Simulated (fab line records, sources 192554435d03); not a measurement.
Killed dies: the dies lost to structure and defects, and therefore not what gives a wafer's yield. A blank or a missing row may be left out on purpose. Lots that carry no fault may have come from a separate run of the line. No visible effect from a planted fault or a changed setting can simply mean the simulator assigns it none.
fab line records ; flow n5_finfet ; part 1 of 2: steps 1 to 19 of 24
record lots=5; wafers=15; last_day=17
route steps=1938 shown BEOL_M15@1789
lots with no fault: from the same line, run without faults
start_h: hours from the record's opening day to when the first of the lot's shown wafers began ; wait_h: hours from the lot's prior step to this one ; " the same as in the row above ; L1.1+2: a row that stands for several wafers ; - value missing, or start not given ; * or withheld: withheld ; < > ~ a bound
route shown NAME@n: names a module that has steps shown in the file, with the first one's number in the route ; usual: mean/standard deviation of fault-free wafers ; same: alike in all rows ; chamber/n: place in a boat ; sites: readings site by site ; _std_site: the values' standard deviation ; _edge_site: outer sites' mean less inner sites' ; radius_mm: how far each site lies from the wafer's centre ; mask NAME#n: copy n ; behind: the last tool/chamber to shape the wafer ; hold: what put the lot on hold/how long, in hours/how the hold closed ; device: the transistor (n, p or np) that didn't switch ; end of line: the same wafers' tests at the end of the route ; for a step that has no rows: nothing shown but its recipe ; killed: the dies lost at the first sort to structure and to defects; this is not the yield of the wafer ; map: per-die view of a wafer (x killed, . not killed, _ where there is no die)
set.NAME: setting as actually run; set.NAME@STEP: the setting as run at that earlier step ; model.NAME: the simulator's own value behind a step, which no gauge read
a table for each step, a row for each wafer; lots at some steps of the route
services: when a tool's chamber went out of use (start_h, in hours from the record's first day, below 0 if earlier), for how many hours, and the reason
## steps
# step N5_BEOL_M15_STRIP_63
# recipe chemistry=O2; power_w=600; temp_c=60; pressure_mtorr=30; rf_frequency_hz=6e+07; bias_power_w=0; overash_fraction=0.3; o2_flow_sccm=225
# usual drypump_motor_current_A=5.6/0.41; oes_product_au=0.82/0.078; rf_vpp_V=3.7/0.74; showerhead_plenum_p_Torr=2.12/0.071; temp_c=60.01/0.12; throttle_valve_pct=16.65/0.19
lot.wafer;tool;chamber;start_h;wait_h;drypump_motor_current_A;oes_product_au;rf_hours_counter_h;rf_vpp_V;showerhead_plenum_p_Torr;temp_c;throttle_valve_pct
L075.1;rie_diel-04;0;-;-;5.1;0.92;15;4.0;2.15;60.18;16.47
L075.4;rie_diel-04;3;-;-;6.3;0.76;156;4.0;2.10;59.94;16.64
L075.5;rie_diel-04;3;-;-;6.3;0.77;-;4.1;2.10;60.07;16.64
L077.1;rie_diel-03;3;-;-;5.0;0.87;41;2.5;2.23;60.08;16.47
L077.4;rie_diel-03;1;-;-;5.8;0.79;104;3.5;2.12;59.93;16.45
L077.6;rie_diel-03;0;-;-;6.3;0.70;-;4.7;1.97;59.97;16.92
L084.1;rie_diel-06;1;-;-;5.6;0.96;8;3.2;2.14;59.92;16.45
L084.4;rie_diel-06;3;-;-;5.8;0.69;243;3.6;1.98;59.78;17.08
L084.6;rie_diel-06;3;-;-;5.8;0.69;-;4.2;1.98;59.99;17.05
L095.2;rie_diel-04;1;-;-;5.0;0.72;202;3.9;2.09;60.03;16.96
L095.4;rie_diel-04;0;-;-;5.1;0.87;53;3.3;2.13;60.17;16.56
L095.6;rie_diel-04;1;-;-;5.0;0.71;-;3.3;2.09;60.08;16.98
L096.2;rie_diel-06;1;-;-;5.6;0.89;33;3.6;2.13;60.09;16.52
L096.5;rie_diel-06;3;-;-;5.8;0.93;-;4.7;2.24;60.01;16.61
L096.6;rie_diel-06;2;-;-;5.6;0.80;-;4.3;2.12;60.12;16.79
# step N5_BEOL_M15_STRIP_64
# recipe chemistry=O2; power_w=600; temp_c=60; pressure_mtorr=30; rf_frequency_hz=6e+07; bias_power_w=0; overash_fraction=0.3; o2_flow_sccm=225
# usual drypump_motor_current_A=5.6/0.41; oes_product_au=0.82/0.078; rf_vpp_V=3.7/0.44; showerhead_plenum_p_Torr=2.12/0.071; temp_c=60.01/0.12; throttle_valve_pct=16.65/0.19
lot.wafer;tool;chamber;start_h;wait_h;drypump_motor_current_A;oes_product_au;rf_hours_counter_h;rf_vpp_V;showerhead_plenum_p_Torr;temp_c;throttle_valve_pct
L075.1;rie_diel-04;0;-;-;5.1;0.93;15;3.6;2.15;59.99;16.46
L075.4;rie_diel-04;3;-;-;6.3;0.76;157;3.8;2.10;60.25;16.64
L075.5;rie_diel-04;3;-;-;6.3;0.77;-;3.7;2.10;60.09;16.66
L077.1;rie_diel-03;3;-;-;5.0;0.87;41;3.5;2.23;60.02;16.45
L077.4;rie_diel-03;1;-;-;5.8;0.79;104;3.7;2.12;60.01;16.44
L077.6;rie_diel-03;0;-;-;6.3;0.70;-;3.3;1.97;59.99;16.92
L084.1;rie_diel-06;1;-;-;5.6;0.96;8;3.9;2.14;59.93;16.45
L084.4;rie_diel-06;3;-;-;5.8;0.69;243;3.6;1.98;60.30;17.05
L084.6;rie_diel-06;3;-;-;5.8;0.69;-;3.8;1.98;60.12;17.05
L095.2;rie_diel-04;1;-;-;5.1;0.71;202;3.8;2.09;59.86;16.98
L095.4;rie_diel-04;0;-;-;5.0;0.85;53;4.0;2.13;59.96;16.54
L095.6;rie_diel-04;1;-;-;5.0;0.72;-;3.9;2.09;60.02;16.97
L096.2;rie_diel-06;1;-;-;5.6;0.90;33;3.8;2.13;60.10;16.50
L096.5;rie_diel-06;3;-;-;5.8;0.93;-;3.3;2.24;59.92;16.61
L096.6;rie_diel-06;2;-;-;5.6;0.82;-;3.7;2.12;60.00;16.79
# step N5_BEOL_M15_STRIP_65
# recipe chemistry=post_etch_residue_remover; time_s=60; temp_c=25; remover_ph=withheld; remover_water_wt_pct=withheld; remover_fluoride_wt_pct=withheld
# usual temp_c=25.00/0.11
# same time_s=60
lot.wafer;tool;chamber;start_h;wait_h;temp_c
L075.1;wet_bench-06;3;263.01;-;25.01
L075.4;wet_bench-06;2;263.01;-;24.88
L075.5;wet_bench-06;6;263.01;-;25.01
L077.1;wet_bench-05;7;281.36;-;25.04
L077.4;wet_bench-05;4;281.36;-;25.09
L077.6;wet_bench-05;5;281.36;-;24.93
L084.1;wet_bench-05;0;321.78;-;24.96
L084.4;wet_bench-05;4;321.78;-;25.01
L084.6;wet_bench-05;1;321.78;-;25.06
L095.2;wet_bench-02;7;397.07;-;24.92
L095.4;wet_bench-02;2;397.07;-;24.82
L095.6;wet_bench-02;3;397.07;-;25.03
L096.2;wet_bench-06;3;399.50;-;25.13
L096.5;wet_bench-06;1;399.50;-;24.86
L096.6;wet_bench-06;7;399.50;-;25.01
# step N5_BEOL_M15_SRD_66
# recipe time_s=30; temp_c=23; rinse_liquid=diw; dry=n2_spin; spin_rpm=1500; dry_time_s=30
# usual temp_c=23.01/0.12
# same time_s=30
lot.wafer;tool;chamber;start_h;wait_h;temp_c
L075.1;wet_bench-06;3;263.03;0.0;22.98
L075.4;wet_bench-06;2;263.03;0.0;22.89
L075.5;wet_bench-06;6;263.03;0.0;23.06
L077.1;wet_bench-05;7;281.38;0.0;23.10
L077.4;wet_bench-05;4;281.38;0.0;23.05
L077.6;wet_bench-05;5;281.38;0.0;22.94
L084.1;wet_bench-05;0;321.80;0.0;23.09
L084.4;wet_bench-05;4;321.80;0.0;23.00
L084.6;wet_bench-05;1;321.80;0.0;23.13
L095.2;wet_bench-02;7;397.09;0.0;22.90
L095.4;wet_bench-02;2;397.09;0.0;22.84
L095.6;wet_bench-02;3;397.09;0.0;22.99
L096.2;wet_bench-06;3;399.52;0.0;22.87
L096.5;wet_bench-06;1;399.52;0.0;23.01
L096.6;wet_bench-06;7;399.52;0.0;22.73
# step N5_BEOL_M15_CD_MEAS_17
# recipe target_cd_nm=360; polarity=opening
# usual cd_nm=361.2/1.5
lot.wafer;tool;chamber;start_h;wait_h;cd_nm
L075.1;cd_sem-01;-;263.07;0.0;361.1
L075.4;cd_sem-01;-;263.07;0.0;360.1
L075.5;cd_sem-01;-;263.07;0.0;361.3
L077.1;cd_sem-03;-;281.42;0.0;362.4
L077.4;cd_sem-03;-;281.42;0.0;362.9
L077.6;cd_sem-03;-;281.42;0.0;364.0
L084.1;cd_sem-01;-;321.84;0.0;359.6
L084.4;cd_sem-01;-;321.84;0.0;360.9
L084.6;cd_sem-01;-;321.84;0.0;360.7
L095.2;cd_sem-02;-;397.13;0.0;362.3
L095.4;cd_sem-02;-;397.13;0.0;360.6
L095.6;cd_sem-02;-;397.13;0.0;360.5
L096.2;cd_sem-02;-;399.56;0.0;359.8
L096.5;cd_sem-02;-;399.56;0.0;362.8
L096.6;cd_sem-02;-;399.56;0.0;362.4
# step N5_BEOL_M15_COAT_56
# recipe resist=SOC; temp_c=250; time_s=60; spin_rpm=1500; resist_thk_nm=550
# usual chill_plate_temp_C=22.98/0.11; plate_temp_C=249.97/0.18
# same time_s=60
lot.wafer;tool;chamber;start_h;wait_h;chill_plate_temp_C;plate_temp_C
L075.1;litho_track-02;0;263.10;0.0;22.94;250.01
L075.4;litho_track-02;0;263.10;0.0;22.88;249.86
L075.5;litho_track-02;0;263.10;0.0;22.94;250.31
L077.1;litho_track-02;0;281.46;0.0;22.96;249.98
L077.4;litho_track-02;0;281.46;0.0;23.12;249.95
L077.6;litho_track-02;0;281.46;0.0;22.93;250.18
L084.1;litho_track-03;0;321.87;0.0;22.92;249.68
L084.4;litho_track-03;0;321.87;0.0;22.85;250.12
L084.6;litho_track-03;0;321.87;0.0;22.95;250.12
L095.2;litho_track-04;0;397.17;0.0;23.09;250.05
L095.4;litho_track-04;0;397.17;0.0;23.09;250.08
L095.6;litho_track-04;0;397.17;0.0;23.05;250.08
L096.2;litho_track-03;0;399.60;0.0;22.86;249.97
L096.5;litho_track-03;0;399.60;0.0;22.81;249.65
L096.6;litho_track-03;0;399.60;0.0;22.84;249.88
# step N5_BEOL_M15_ETCH_57
# recipe chemistry=N2/H2; target=SOC; source_w=3000; bias_w=350; time_s=750; ion_energy_ev=200; pressure_mtorr=30; n2_flow_sccm=200; h2_flow_sccm=200
# usual bias_w=349.9/1.1; drypump_motor_current_A=5.7/0.41; oes_product_au=0.82/0.08; rf_vpp_V=524.4/2.3; showerhead_plenum_p_Torr=2.56/0.08; throttle_valve_pct=17.78/0.16
# same time_s=750
lot.wafer;tool;chamber;start_h;wait_h;bias_w;drypump_motor_current_A;oes_product_au;rf_hours_counter_h;rf_vpp_V;showerhead_plenum_p_Torr;throttle_valve_pct
L075.1;rie_diel-04;0;263.17;-;347.6;5.1;0.91;15;525.6;2.60;17.61
L075.4;rie_diel-04;1;263.17;-;346.7;5.1;0.73;167;524.1;2.54;17.96
L075.5;rie_diel-04;0;263.17;-;349.6;5.1;0.93;-;525.9;2.60;17.64
L077.1;rie_diel-06;0;281.72;-;350.7;5.6;0.80;84;524.5;2.57;17.90
L077.4;rie_diel-06;2;281.72;-;349.2;5.6;0.86;-;527.2;2.58;17.80
L077.6;rie_diel-06;0;281.72;-;349.5;5.6;0.80;-;524.3;2.57;17.92
L084.1;rie_diel-06;2;321.94;-;350.0;5.7;0.83;60;524.0;2.57;17.82
L084.4;rie_diel-06;1;321.94;-;347.8;5.6;0.95;8;525.3;2.61;17.74
L084.6;rie_diel-06;1;321.94;-;350.0;5.6;0.96;-;526.0;2.61;17.74
L095.2;rie_diel-04;0;397.23;-;350.2;5.1;0.86;53;524.7;2.58;17.68
L095.4;rie_diel-04;1;397.23;-;349.0;5.0;0.71;202;522.3;2.53;18.02
L095.6;rie_diel-04;1;397.23;-;349.9;5.0;0.71;-;523.9;2.53;18.03
L096.2;rie_diel-06;3;399.99;-;349.2;5.8;0.94;11;529.1;2.71;17.67
L096.5;rie_diel-06;0;399.99;-;349.4;5.6;0.76;-;523.5;2.55;17.97
L096.6;rie_diel-06;1;399.99;-;351.8;5.6;0.89;-;525.2;2.60;17.78
# step N5_BEOL_M15_COAT_60
# recipe resist=BARC; temp_c=205; time_s=60; spin_rpm=1500; resist_thk_nm=89
# usual chill_plate_temp_C=23.00/0.12; plate_temp_C=205.03/0.17
# same time_s=60
lot.wafer;tool;chamber;start_h;wait_h;chill_plate_temp_C;plate_temp_C
L075.1;litho_track-02;0;263.67;0.3;23.09;205.00
L075.4;litho_track-02;0;263.67;0.3;23.07;205.13
L075.5;litho_track-02;0;263.67;0.3;23.03;205.07
L077.1;litho_track-03;0;282.22;0.3;22.93;204.85
L077.4;litho_track-03;0;282.22;0.3;23.15;204.97
L077.6;litho_track-03;0;282.22;0.3;23.09;204.86
L084.1;litho_track-04;0;322.44;0.3;23.00;204.87
L084.4;litho_track-04;0;322.44;0.3;23.06;204.86
L084.6;litho_track-04;0;322.44;0.3;23.14;204.82
L095.2;litho_track-04;0;397.73;0.3;23.16;204.98
L095.4;litho_track-04;0;397.73;0.3;22.88;205.48
L095.6;litho_track-04;0;397.73;0.3;22.90;205.31
L096.2;litho_track-04;0;400.49;0.3;23.14;205.22
L096.5;litho_track-04;0;400.49;0.3;23.22;205.04
L096.6;litho_track-04;0;400.49;0.3;22.93;205.35
# step N5_BEOL_M15_COAT_22
# recipe spin_rpm=1704; resist_thk_nm=800
# usual chill_plate_temp_C=23.01/0.098
lot.wafer;tool;chamber;start_h;wait_h;chill_plate_temp_C
L075.1;litho_track-02;0;-;-;23.14
L075.4;litho_track-02;0;-;-;23.10
L075.5;litho_track-02;0;-;-;23.07
L077.1;litho_track-03;0;-;-;23.08
L077.4;litho_track-03;0;-;-;23.19
L077.6;litho_track-03;0;-;-;23.08
L084.1;litho_track-04;0;-;-;22.87
L084.4;litho_track-04;0;-;-;23.03
L084.6;litho_track-04;0;-;-;23.01
L095.2;litho_track-04;0;-;-;23.04
L095.4;litho_track-04;0;-;-;23.13
L095.6;litho_track-04;0;-;-;23.11
L096.2;litho_track-04;0;-;-;23.04
L096.5;litho_track-04;0;-;-;23.10
L096.6;litho_track-04;0;-;-;23.14
# step N5_BEOL_M15_EBR_24
# recipe solvent=PGMEA; ebr_width_mm=1.5
# usual chill_plate_temp_C=23.01/0.1
lot.wafer;tool;chamber;start_h;wait_h;chill_plate_temp_C
L075.1;litho_track-02;0;-;-;23.25
L075.4;litho_track-02;0;-;-;23.15
L075.5;litho_track-02;0;-;-;23.09
L077.1;litho_track-03;0;-;-;22.95
L077.4;litho_track-03;0;-;-;23.15
L077.6;litho_track-03;0;-;-;22.92
L084.1;litho_track-04;0;-;-;23.09
L084.4;litho_track-04;0;-;-;22.98
L084.6;litho_track-04;0;-;-;22.96
L095.2;litho_track-04;0;-;-;23.15
L095.4;litho_track-04;0;-;-;23.01
L095.6;litho_track-04;0;-;-;23.07
L096.2;litho_track-04;0;-;-;22.95
L096.5;litho_track-04;0;-;-;23.03
L096.6;litho_track-04;0;-;-;23.04
# step N5_BEOL_M15_SOFTBAKE_23
# recipe temp_c=130; time_s=60
# usual chill_plate_temp_C=23.01/0.12; plate_temp_C=129.99/0.13
# same time_s=60
lot.wafer;tool;chamber;start_h;wait_h;chill_plate_temp_C;plate_temp_C
L075.1;litho_track-02;0;-;-;23.07;129.88
L075.4;litho_track-02;0;-;-;23.06;129.87
L075.5;litho_track-02;0;-;-;23.17;129.97
L077.1;litho_track-03;0;-;-;23.04;130.06
L077.4;litho_track-03;0;-;-;23.06;130.08
L077.6;litho_track-03;0;-;-;23.00;130.03
L084.1;litho_track-04;0;-;-;22.89;129.92
L084.4;litho_track-04;0;-;-;23.05;130.05
L084.6;litho_track-04;0;-;-;22.90;129.93
L095.2;litho_track-04;0;-;-;23.03;130.02
L095.4;litho_track-04;0;-;-;23.02;130.01
L095.6;litho_track-04;0;-;-;23.11;129.87
L096.2;litho_track-04;0;-;-;23.20;129.70
L096.5;litho_track-04;0;-;-;23.22;129.78
L096.6;litho_track-04;0;-;-;23.04;129.98
# step N5_BEOL_M15_EXPOSE_25
# recipe mask_id=M15; na=0.8; source_shape=annular; sigma_inner=0.5; sigma_outer=0.8; polarization=unpolarized; target_cd_nm=400; dose_mj=35.5
# usual focus_offset_nm=0.1/0.49
lot.wafer;tool;chamber;start_h;wait_h;mask;focus_offset_nm
L075.1;krf_scanner-02;0;263.77;-;M15#0;0.3
L075.4;krf_scanner-02;0;263.77;-;M15#0;-0.4
L075.5;krf_scanner-02;0;263.77;-;M15#0;0.3
L077.1;krf_scanner-02;0;282.32;-;M15#0;1.0
L077.4;krf_scanner-02;0;282.32;-;M15#0;0.2
L077.6;krf_scanner-02;0;282.32;-;M15#0;0.6
L084.1;krf_scanner-02;0;322.66;-;M15#0;0.0
L084.4;krf_scanner-02;0;322.66;-;M15#0;1.0
L084.6;krf_scanner-02;0;322.66;-;M15#0;0.6
L095.2;krf_scanner-01;0;397.96;-;M15#0;0.0
L095.4;krf_scanner-01;0;397.96;-;M15#0;-0.4
L095.6;krf_scanner-01;0;397.96;-;M15#0;0.1
L096.2;krf_scanner-01;0;400.60;-;M15#0;0.7
L096.5;krf_scanner-01;0;400.60;-;M15#0;0.0
L096.6;krf_scanner-01;0;400.60;-;M15#0;-0.1
# step N5_BEOL_M15_PEB_26
# recipe peb_temp_c=130; peb_time_s=90
# usual chill_plate_temp_C=23.01/0.1; plate_temp_C=129.97/0.13
lot.wafer;tool;chamber;start_h;wait_h;chill_plate_temp_C;plate_temp_C
L075.1;litho_track-03;0;263.83;0.1;23.10;129.95
L075.4;litho_track-03;0;263.83;0.1;23.08;130.25
L075.5;litho_track-03;0;263.83;0.1;23.22;130.10
L077.1;litho_track-03;0;282.37;0.1;23.09;129.96
L077.4;litho_track-03;0;282.37;0.1;22.97;129.73
L077.6;litho_track-03;0;282.37;0.1;23.01;129.85
L084.1;litho_track-04;0;322.72;0.1;22.99;129.73
L084.4;litho_track-04;0;322.72;0.1;22.85;129.75
L084.6;litho_track-04;0;322.72;0.1;23.07;129.96
L095.2;litho_track-02;0;398.01;0.0;23.21;130.01
L095.4;litho_track-02;0;398.01;0.0;22.96;130.15
L095.6;litho_track-02;0;398.01;0.0;22.96;129.79
L096.2;litho_track-04;0;400.65;0.0;23.05;129.69
L096.5;litho_track-04;0;400.65;0.0;23.11;129.79
L096.6;litho_track-04;0;400.65;0.0;23.06;129.70
# step N5_BEOL_M15_DEVELOP_27
# recipe develop_time_s=45; rinse_liquid=diw; dry=air_spin; dev_temp_c=21
# usual chill_plate_temp_C=23.00/0.092
lot.wafer;tool;chamber;start_h;wait_h;chill_plate_temp_C
L075.1;litho_track-03;0;-;-;23.01
L075.4;litho_track-03;0;-;-;23.10
L075.5;litho_track-03;0;-;-;23.05
L077.1;litho_track-03;0;-;-;23.07
L077.4;litho_track-03;0;-;-;23.01
L077.6;litho_track-03;0;-;-;23.09
L084.1;litho_track-04;0;-;-;22.94
L084.4;litho_track-04;0;-;-;22.94
L084.6;litho_track-04;0;-;-;23.01
L095.2;litho_track-02;0;-;-;23.18
L095.4;litho_track-02;0;-;-;23.10
L095.6;litho_track-02;0;-;-;23.22
L096.2;litho_track-04;0;-;-;22.91
L096.5;litho_track-04;0;-;-;23.01
L096.6;litho_track-04;0;-;-;23.02
# step N5_BEOL_M15_HARDBAKE_32
# recipe temp_c=130; time_s=120
# usual chill_plate_temp_C=23.00/0.11; plate_temp_C=129.97/0.12
# same time_s=120
lot.wafer;tool;chamber;start_h;wait_h;chill_plate_temp_C;plate_temp_C
L075.1;litho_track-03;0;-;-;23.05;130.28
L075.4;litho_track-03;0;-;-;23.14;129.97
L075.5;litho_track-03;0;-;-;23.13;129.97
L077.1;litho_track-03;0;-;-;22.95;130.08
L077.4;litho_track-03;0;-;-;23.04;130.14
L077.6;litho_track-03;0;-;-;23.01;129.95
L084.1;litho_track-04;0;-;-;22.93;130.00
L084.4;litho_track-04;0;-;-;22.95;130.10
L084.6;litho_track-04;0;-;-;22.97;129.92
L095.2;litho_track-02;0;-;-;22.86;129.88
L095.4;litho_track-02;0;-;-;22.89;129.97
L095.6;litho_track-02;0;-;-;22.88;130.07
L096.2;litho_track-04;0;-;-;23.08;130.09
L096.5;litho_track-04;0;-;-;23.20;130.07
L096.6;litho_track-04;0;-;-;23.05;129.94
# step N5_BEOL_M15_CD_MEAS_28
# recipe target_cd_nm=407.6; landing_energy_ev=500; detector=se_inlens
# usual cd_nm=408.0/1.7
lot.wafer;tool;chamber;start_h;wait_h;cd_nm
L075.1;cd_sem-01;0;263.94;-;407.9
L075.4;cd_sem-01;0;263.94;-;407.3
L075.5;cd_sem-01;0;263.94;-;406.9
L077.1;cd_sem-02;0;282.49;-;410.0
L077.4;cd_sem-02;0;282.49;-;409.3
L077.6;cd_sem-02;0;282.49;-;407.8
L084.1;cd_sem-03;0;322.84;-;406.4
L084.4;cd_sem-03;0;322.84;-;407.0
L084.6;cd_sem-03;0;322.84;-;405.9
L095.2;cd_sem-02;0;398.13;-;406.6
L095.4;cd_sem-02;0;398.13;-;406.0
L095.6;cd_sem-02;0;398.13;-;406.9
L096.2;cd_sem-03;0;400.77;-;405.6
L096.5;cd_sem-03;0;400.77;-;406.4
L096.6;cd_sem-03;0;400.77;-;407.4
# step N5_BEOL_M15_OVL_MEAS_29
# recipe points_per_wafer=44
# usual M15_OVL=-3/5.2
# same points_per_wafer=44
lot.wafer;tool;chamber;start_h;wait_h;M15_OVL[nm]
L075.1;overlay-02;0;263.97;0.0;6
L075.4;overlay-02;0;263.97;0.0;-1
L075.5;overlay-02;0;263.97;0.0;-2
L077.1;overlay-02;0;282.52;0.0;-5
L077.4;overlay-02;0;282.52;0.0;-4
L077.6;overlay-02;0;282.52;0.0;0
L084.1;overlay-02;0;322.87;0.0;-3
L084.4;overlay-02;0;322.87;0.0;-4
L084.6;overlay-02;0;322.87;0.0;1
L095.2;overlay-01;0;398.16;0.0;-8
L095.4;overlay-01;0;398.16;0.0;4
L095.6;overlay-01;0;398.16;0.0;-6
L096.2;overlay-01;0;400.80;0.0;0
L096.5;overlay-01;0;400.80;0.0;-8
L096.6;overlay-01;0;400.80;0.0;-5
# step N5_BEOL_M15_INSPECT_30
# recipe mode=adi; inspect_instrument=macro
# usual raw_defect_count=2.0/1.4
lot.wafer;tool;chamber;start_h;wait_h;raw_defect_count
L075.1;defect_inspect-02;-;264.00;0.0;3
L075.4;defect_inspect-02;-;264.00;0.0;3
L075.5;defect_inspect-02;-;264.00;0.0;2
L077.1;defect_inspect-01;-;282.54;0.0;4
L077.4;defect_inspect-01;-;282.54;0.0;4
L077.6;defect_inspect-01;-;282.54;0.0;2
L084.1;defect_inspect-01;-;322.89;0.0;2
L084.4;defect_inspect-01;-;322.89;0.0;4
L084.6;defect_inspect-01;-;322.89;0.0;4
L095.2;defect_inspect-01;-;398.18;0.0;1
L095.4;defect_inspect-01;-;398.18;0.0;2
L095.6;defect_inspect-01;-;398.18;0.0;3
L096.2;defect_inspect-02;-;400.82;0.0;3
L096.5;defect_inspect-02;-;400.82;0.0;0
L096.6;defect_inspect-02;-;400.82;0.0;0
# step N5_BEOL_M15_DESCUM_33
# recipe chemistry=O2; time_s=7.9; source_power_w=50; bias_power_w=20; pressure_mtorr=20; rf_frequency_hz=2.712e+07; temp_c=40; o2_flow_sccm=225
# usual drypump_motor_current_A=5.6/0.37; oes_product_au=0.82/0.079; rf_vpp_V=243.3/1.2; showerhead_plenum_p_Torr=2.11/0.064; temp_c=40.01/0.11; throttle_valve_pct=20.44/0.19
# same time_s=7.9
lot.wafer;tool;chamber;start_h;wait_h;drypump_motor_current_A;oes_product_au;rf_hours_counter_h;rf_vpp_V;showerhead_plenum_p_Torr;temp_c;throttle_valve_pct
L075.1;rie_diel-03;0;264.17;0.2;6.3;0.70;240;241.9;1.97;39.80;20.59
L075.4;rie_diel-03;2;264.17;0.2;5.7;0.84;58;242.0;2.04;40.01;20.26
L075.5;rie_diel-03;2;264.17;0.2;5.7;0.84;-;242.4;2.04;40.03;20.22
L077.1;rie_diel-06;3;282.96;0.4;5.8;0.70;228;242.7;1.98;40.01;20.78
L077.4;rie_diel-06;2;282.96;0.4;5.6;0.86;-;244.0;2.13;40.09;20.54
L077.6;rie_diel-06;3;282.96;0.4;5.8;0.70;-;240.5;1.98;40.08;20.77
L084.1;rie_diel-06;0;322.92;0.0;5.6;0.79;100;242.8;2.10;40.01;20.47
L084.4;rie_diel-06;1;322.92;0.0;5.6;0.95;8;244.0;2.13;40.10;20.23
L084.6;rie_diel-06;2;322.92;0.0;5.6;0.84;-;244.9;2.12;40.06;20.58
L095.2;rie_diel-03;3;398.22;0.0;5.0;0.82;78;247.7;2.21;40.06;20.29
L095.4;rie_diel-03;3;398.22;0.0;5.0;0.82;-;245.0;2.21;39.94;20.31
L095.6;rie_diel-03;0;398.22;0.0;6.3;0.90;-;245.4;2.22;40.12;20.27
L096.2;rie_diel-06;2;400.85;0.0;5.6;0.81;83;244.1;2.11;39.95;20.61
L096.5;rie_diel-06;2;400.85;0.0;5.6;0.82;-;244.1;2.11;39.84;20.59
L096.6;rie_diel-06;1;400.85;0.0;5.6;0.89;-;243.2;2.12;39.91;20.28
